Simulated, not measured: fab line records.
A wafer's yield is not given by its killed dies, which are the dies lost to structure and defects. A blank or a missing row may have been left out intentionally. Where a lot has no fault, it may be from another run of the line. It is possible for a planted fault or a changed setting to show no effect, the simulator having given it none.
fab line records | flow n5Finfet
record lots=3 wafers=9 lastDay=17
route steps=1938 shown GATE_CUT@465
lots untouched by any fault: they come from a run of this same line in which no faults occurred
startH: hours from the record's first day to the start of the lot's first wafer shown | waitH: how many hours have passed since the lot's step before this one | " identical to the entry in the row above | L1.1+2: a row that stands for several wafers | - no value present, or no start provided | * or withheld: withheld | < > ~ a bound
route shown NAME@n: NAME is a module with steps in the file, n the number in the route of the first one | usual: mean and standard deviation over wafers with no fault | same: alike in all rows | chamber/n: place in a boat | sites: the reading at each site | _std_site: standard deviation across them | _edge_site: inner sites' mean taken away from outer sites' mean | radiusMm: how far each site lies from the wafer's centre | mask NAME#n: copy n | behind: the last tool/chamber to shape the wafer | hold: what put the lot on hold/how long, in hours/how the hold closed | device: names the non-switching transistor (n, p or np) | end of line: tests of these same wafers at the route's end | where a step has no rows: the recipe by itself | killed: dies lost to structure and defects at the first sort, not the wafer's yield | map: a wafer's dies, x killed, . not, _ none there
set.NAME: the setting that was run; set.NAME@STEP: the one run at that earlier step | model.NAME: the simulator's own value behind a step, which no gauge read
lots at selected steps of the route; one table per step, one row per wafer
services: from which hour (startH, from the record's first day; less than 0 if before it) a tool's chamber was out of use, for how many hours, and why
## steps
# step N5_GATE_CUT_ETCHBACK_00
# recipe chemistry=SF6/Cl2 target=W pressureMtorr=8 icpW=900 biasW=80 SF6_flow_sccm=40 Cl2_flow_sccm=60
# step N5_GATE_CUT_ETCH_56
# recipe chemistry=Cl2/Ar target=TiN targetDepthA=216 pressureMtorr=10 icpW=600 biasW=60 Cl2_flow_sccm=40 Ar_flow_sccm=60
# step N5_GATE_CUT_ETCHBACK_30
# recipe chemistry=Cl2/Ar target=TiN targetDepthA=30 mode=isotropic pressureMtorr=10 icpW=600 biasW=60 Cl2_flow_sccm=40 Ar_flow_sccm=60
# step N5_GATE_CUT_VAPOR_ETCH_60
# recipe chemistry=BCl3/Cl2 target=HfO2 mode=isotropic
# step N5_GATE_CUT_ETCH_58
# recipe chemistry=CH3F/O2 target=SiNx targetDepthA=170 timeS=128.6 ionEnergyEv=50 pressureMtorr=30 sourceW=415 biasW=21 Ar_flow_sccm=150 CH3F_flow_sccm=30 O2_flow_sccm=20
# step N5_GATE_CUT_STRIP_59
# recipe chemistry=N2/H2 timeS=20 powerW=100 tempC=40 pressureMtorr=100 rfFrequencyHz=6e+07 biasPowerW=3 n2FlowSccm=300 h2FlowSccm=300
# step N5_GATE_CUT_PRECLEAN_31
# recipe tempC=23 chemistry=DIW timeS=300
# step N5_GATE_CUT_SRD_32
# recipe timeS=30 tempC=23 rinseLiquid=diw dry=ipaMarangoni
# step N5_GATE_CUT_SAC_CAP_01
# recipe material=SiNx targetThkA=240 tempC=400 aldPrecursorFamily=SiH2I2 aldCoReactant=N2/H2-plasma pulseTimeS=1 aldCycles=480 purgeTimeS=2 coReactantPurgeTimeS=2 pressureTorr=2
# step N5_GATE_CUT_PECVD_57
# recipe material=SiNx targetThkA=210 tempC=400 precursor=SiH4/NH3/N2 pressureTorr=1.5 rfW=300
# step N5_GATE_CUT_CMP_02
# recipe stopOn=SiO2 tOverpolishS=12.7 postCmpClean=alkalineBrush downForcePsi=2.5 platenRpm=51.8 padVelocityMS=1.0307 targetThkNm=0
# step N5_GATE_CUT_HM_DEP_46
# recipe material=SiO2 targetThkA=1300 tempC=400 precursor=TEOS/O2 pressureTorr=6.5 rfW=900 teosFlowSccm=161.4 gas=O2 flowSccm=2650 timeS=26.6
# usual heaterPowerW=471/78 showerheadPlenumPTorr=8.35/0.042 throttleValvePct=18.9/0.71
# columns lot.wafer tool chamber startH waitH heaterPowerW showerheadPlenumPTorr throttleValvePct model.SiO2_of_GATE_CUT_HM_DEP_46.thkNm
L546.3 pecvd-04 1 135.01 0.0 434 8.39 18.5 135.2
L546.4 " 2 " " 490 8.30 19.0 130.2
L546.5 " 0 " " 410 8.32 18.8 133.6
L555.3 pecvd-04 2 189.97 0.0 439 8.30 19.2 128
L555.4 " 1 " " 398 8.41 18.5 131.6
L555.6 " 0 " " 530 8.30 19.3 130.2
L559.1 pecvd-04 2 215.13 0.0 486 8.30 19.3 129.6
L559.3 " 0 " " 496 8.28 18.9 130.2
L559.4 " 0 " " 490 8.30 19.1 133
# step N5_GATE_CUT_COAT_34
# recipe resist=SOC tempC=250 timeS=60 spinRpm=1500 resistThkNm=60
# step N5_GATE_CUT_COAT_35
# recipe resist=SiARC tempC=220 timeS=60 spinRpm=1500 resistThkNm=10
# step N5_GATE_CUT_COAT_27
# recipe resist=underlayer tempC=205 timeS=60 spinRpm=1500 resistThkNm=10
# step N5_GATE_CUT_COAT_07
# recipe resist=CAR-EUV spinRpm=1500 resistThkNm=30
# step N5_GATE_CUT_EBR_09
# recipe solvent=PGMEA ebrWidthMm=1.5
# step N5_GATE_CUT_SOFTBAKE_08
# recipe tempC=110 timeS=60 resist=CAR-EUV
# step N5_GATE_CUT_EXPOSE_10
# recipe maskId=GATE_CUT na=0.33 sourceShape=annular sigmaInner=0.35 sigmaOuter=0.8 polarization=unpolarized targetCdNm=20 doseMj=43.25
# step N5_GATE_CUT_PEB_11
# recipe pebTempC=100 pebTimeS=60 resist=CAR-EUV
# step N5_GATE_CUT_DEVELOP_12
# recipe developTimeS=30 developer=TMAH resist=CAR-EUV rinseLiquid=surfactantRinse dry=airSpin devTempC=23
# step N5_GATE_CUT_DESCUM_18
# recipe chemistry=O2 timeS=7 sourcePowerW=50 biasPowerW=20 pressureMtorr=20 rfFrequencyHz=2.712e+07 tempC=40 resist=CAR-EUV o2FlowSccm=225
# step N5_GATE_CUT_ETCH_28
# recipe chemistry=N2/H2 target=underlayer targetDepthA=130 maskMaterial=CAR-EUV timeS=10.4 ionEnergyEv=200 pressureMtorr=30 sourceW=840 biasW=150 n2FlowSccm=200 h2FlowSccm=200 ends=cleared
# step N5_GATE_CUT_ETCH_36
# recipe chemistry=CF4 target=SiARC targetDepthA=130 maskMaterial=CAR-EUV timeS=21.7 ionEnergyEv=80 pressureMtorr=40 sourceW=545 biasW=36 Ar_flow_sccm=100 cf4FlowSccm=100 ends=cleared
# step N5_GATE_CUT_ETCH_37
# recipe chemistry=N2/H2 target=SOC targetDepthA=600 overetchA=120 maskMaterial=SiARC tempC=40 timeS=90 ionEnergyEv=200 pressureMtorr=30 sourceW=840 biasW=150 n2FlowSccm=200 h2FlowSccm=200
# step N5_GATE_CUT_STRIP_38
# recipe chemistry=N2/H2 tempC=40 n2FlowSccm=200 h2FlowSccm=200 rfFrequencyHz=6e+07
# step N5_GATE_CUT_STRIP_39
# recipe chemistry=N2/H2 tempC=40 n2FlowSccm=200 h2FlowSccm=200 rfFrequencyHz=6e+07
# step N5_GATE_CUT_HM_OPEN_40
# recipe chemistry=C4F6/O2 target=SiO2 maskMaterial=SiARC targetDepthA=1390 timeS=85.1 ionEnergyEv=250 pressureMtorr=30 sourceW=345 biasW=185 Ar_flow_sccm=300 C4F6_flow_sccm=10 O2_flow_sccm=10 ends=cleared
# usual O2_flow_sccm=10.00/0.032 drypumpMotorCurrentA=5.7/0.39 etchRfOnTimeS=93.4/2 oes_f_703_au=0.79/0.076 oes_o_777_au=0.79/0.078 oesProductAu=0.71/0.071 rfVppV=663/14 showerheadPlenumPTorr=2.85/0.1 throttleValvePct=20.94/0.14
# columns lot.wafer tool chamber startH waitH O2_flow_sccm drypumpMotorCurrentA etchRfOnTimeS oes_f_703_au oes_o_777_au oesProductAu rfHoursCounterH rfVppV showerheadPlenumPTorr throttleValvePct model.etch.depthNm model.SOC_of_GATE_CUT_COAT_34.thkNm
L546.3 rieDiel-05 2 136.03 0.0 10.01 5.3 96.6 0.80 0.81 0.73 94 689 2.86 21.04 135.3 31
L546.4 " 1 " " 9.92 6.2 93.2 0.81 0.82 0.73 - 659 2.78 21.10 130.3 32.2
L546.5 " 3 " " 9.97 6.2 94.8 0.76 0.75 0.66 - 643 2.91 20.83 133.5 31.8
L555.3 rieDiel-01 1 190.59 0.0 10.02 6.3 91.6 0.82 0.80 0.76 63 648 2.78 20.69 128 33.4
L555.4 " 2 " " 9.99 5.1 94.7 0.80 0.81 0.73 - 651 2.78 21.11 131.6 31.8
L555.6 " 3 " " 9.99 6.0 93.7 0.76 0.75 0.70 - 661 2.87 20.92 130.2 32.8
L559.1 rieDiel-05 1 215.75 0.0 9.95 6.1 92.2 0.79 0.79 0.71 119 660 2.77 21.13 129.6 32.4
L559.3 " 0 " " 9.97 5.9 95.8 0.87 0.88 0.82 20 676 2.90 20.86 130.2 32.4
L559.4 " 3 " " 10.01 6.2 95.2 0.74 0.73 0.65 235 644 2.90 20.87 133 32.2
# step N5_GATE_CUT_STRIP_41
# recipe chemistry=CF4 resist=SiARC powerW=300 biasPowerW=75 pressureMtorr=50 cf4FlowSccm=150 rfFrequencyHz=6e+07
# step N5_GATE_CUT_STRIP_42
# recipe chemistry=O2 powerW=400 tempC=40 pressureMtorr=30 rfFrequencyHz=6e+07 biasPowerW=0 overashFraction=0.3 o2FlowSccm=225
# step N5_GATE_CUT_ETCH_19
# recipe chemistry=CH3F/O2 target=SiNx maskMaterial=SiO2 targetDepthA=537 timeS=76.7 pressureMtorr=30 sourceW=395 biasW=73 Ar_flow_sccm=150 CH3F_flow_sccm=30 O2_flow_sccm=20 ionEnergyEv=120 ends=cleared
# step N5_GATE_CUT_CUT_ETCH_53
# recipe chemistry=SF6/Cl2 target=W maskMaterial=SiO2 targetDepthA=792 pressureMtorr=8 icpW=900 biasW=80 SF6_flow_sccm=40 Cl2_flow_sccm=60 ends=cleared
# step N5_GATE_CUT_CUT_ETCH_54
# recipe chemistry=Cl2/BCl3 target=TiN maskMaterial=SiO2 targetDepthA=967 pressureMtorr=10 icpW=1000 biasW=126 Cl2_flow_sccm=53.25 bcl3FlowSccm=21.75 Ar_flow_sccm=25 ends=cleared
# step N5_GATE_CUT_CUT_ETCH_55
# recipe chemistry=BCl3 target=HfO2 maskMaterial=SiO2 targetDepthA=32 ionEnergyEv=30 pressureMtorr=5 icpW=450 biasW=18 bcl3FlowSccm=80
# step N5_GATE_CUT_ETCH_47
# recipe chemistry=Cl2/BCl3 target=SiO2 targetDepthA=100 pressureMtorr=10 icpW=1000 biasW=126 Cl2_flow_sccm=53.25 bcl3FlowSccm=21.75 Ar_flow_sccm=25
# step N5_GATE_CUT_VAPOR_ETCH_48
# recipe chemistry=BCl3/Cl2 target=TiN mode=isotropic
# step N5_GATE_CUT_VAPOR_ETCH_49
# recipe chemistry=BCl3/Cl2 target=TiAlC mode=isotropic
# step N5_GATE_CUT_VAPOR_ETCH_51
# recipe chemistry=BCl3/Cl2 target=HfO2 mode=isotropic
# step N5_GATE_CUT_CMP_23
# recipe stopOn=SiO2 tOverpolishS=23.4 postCmpClean=alkalineBrush downForcePsi=2.5 platenRpm=51.8 padVelocityMS=1.0307 targetThkNm=16
# usual edgeZonePressureFrac=0.999/0.0051 motorCurrentA=8.7/0.7 overpolishRunS=23.400/0.0094 timeToEndpointS=20.5/2.8
# columns lot.wafer tool chamber startH waitH edgeZonePressureFrac motorCurrentA overpolishRunS timeToEndpointS model.SiO2_of_GATE_CUT_HM_DEP_46.thkNm
L546.4 cmp-01 1 138.51 0.8 1.001 8.8 23.412 22.8 104.8
L546.3 " 3 " " 1.003 8.7 23.389 25.1 109.6
L546.5 " 0 " " 0.990 7.9 23.397 22.1 108
L555.4 cmp-02 0 192.75 0.0 0.995 9.3 23.402 24.5 105.8
L555.3 " 3 " " 1.005 7.5 23.393 23.5 102.4
L555.6 " 0 " " 0.991 9.1 23.389 24.4 104.4
L559.3 cmp-04 2 217.92 0.8 1.006 8.7 23.402 19.9 104.2
L559.1 " 0 " " 1.000 7.8 23.406 23.9 104
L559.4 " 1 " " 0.993 8.7 23.409 20.6 107.6
# step N5_GATE_CUT_THK_MEAS_24
# recipe reads=SiO2_of_GATE_CUT_HM_DEP_46+SiO2_flowable_of_ILD0_FCVD_FILL_01
# usual GC_FILL_THK=219.8/1.8
# columns lot.wafer tool chamber startH waitH GC_FILL_THK[nm]
L546.3 filmMetro-02 - 138.76 - 226.3
L546.4 " - " " 219.5
L546.5 " - " " 223.8
L555.3 filmMetro-01 - 193.05 - 216.3
L555.4 " - " " 221.9
L555.6 " - " " 219.3
L559.1 filmMetro-01 - 218.21 - 219.2
L559.3 " - " " 220.4
L559.4 " - " " 221.9
## services
# columns tool chamber startH hours kind
rieDiel-01 3 111.79 13.2 repair
rieDiel-05 0 123.19 - clean
rieDiel-05 0 123.19 - consumableReplace:focusRing
rieDiel-05 0 123.19 28.3 scheduledDown
rieDiel-05 0 123.19 28.3 ventCycle
rieDiel-01 0 123.46 131.8 repair
rieDiel-05 1 126.84 5.4 repair
cmp-02 - 128.26 1.0 repair
cmp-02 - 135.48 4.0 pm
pecvd-04 0 137.13 5.5 scheduledDown
cmp-02 - 139.48 - consumableReplace:conditioner
cmp-02 - 139.48 - consumableReplace:pad
rieDiel-01 3 154.67 14.1 repair
cmp-02 - 156.69 0.8 repair
cmp-04 - 167.18 0.8 repair
pecvd-04 - 189.42 0.3 repair
cmp-04 - 194.39 0.8 repair
rieDiel-05 2 205.97 1.6 repair
rieDiel-05 - 216.89 0.8 repair
## key
firstSign step=N5_GATE_CUT_THK_MEAS_24 reading=GC_FILL_THK direction=up sigmas=3.6 usual=219.8 struck=226.3
effect none on later readings
modelEffect step=N5_GATE_CUT_HM_DEP_46 value=SiO2_of_GATE_CUT_HM_DEP_46.thkNm without=131.2 struck=135.2
modelEffect step=N5_GATE_CUT_HM_OPEN_40 value=etch.depthNm without=131.2 struck=135.3
modelEffect step=N5_GATE_CUT_CMP_23 value=SiO2_of_GATE_CUT_HM_DEP_46.thkNm without=105.6 struck=109.6
metAt N5_GATE_CUT_HM_DEP_46
struckWafers L546.3
testerLeftOut L546
fault kind=processParameterDrift tool=pecvd-04 chamber=- onsetH=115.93 steps=N5_GATE_CUT_HM_DEP_46 channel=timeS offset=* shape=step endH=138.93 scope=struckWafersOnly actsIn=* stated=*
# testerLeftOut: of these lots the tester's yield and bins aren't shown, on N5 and GAA mostly nor the transistor test; their killed dies are dies lost to structure and defects alone, not to doping, threshold or leakage, so they don't give the yield
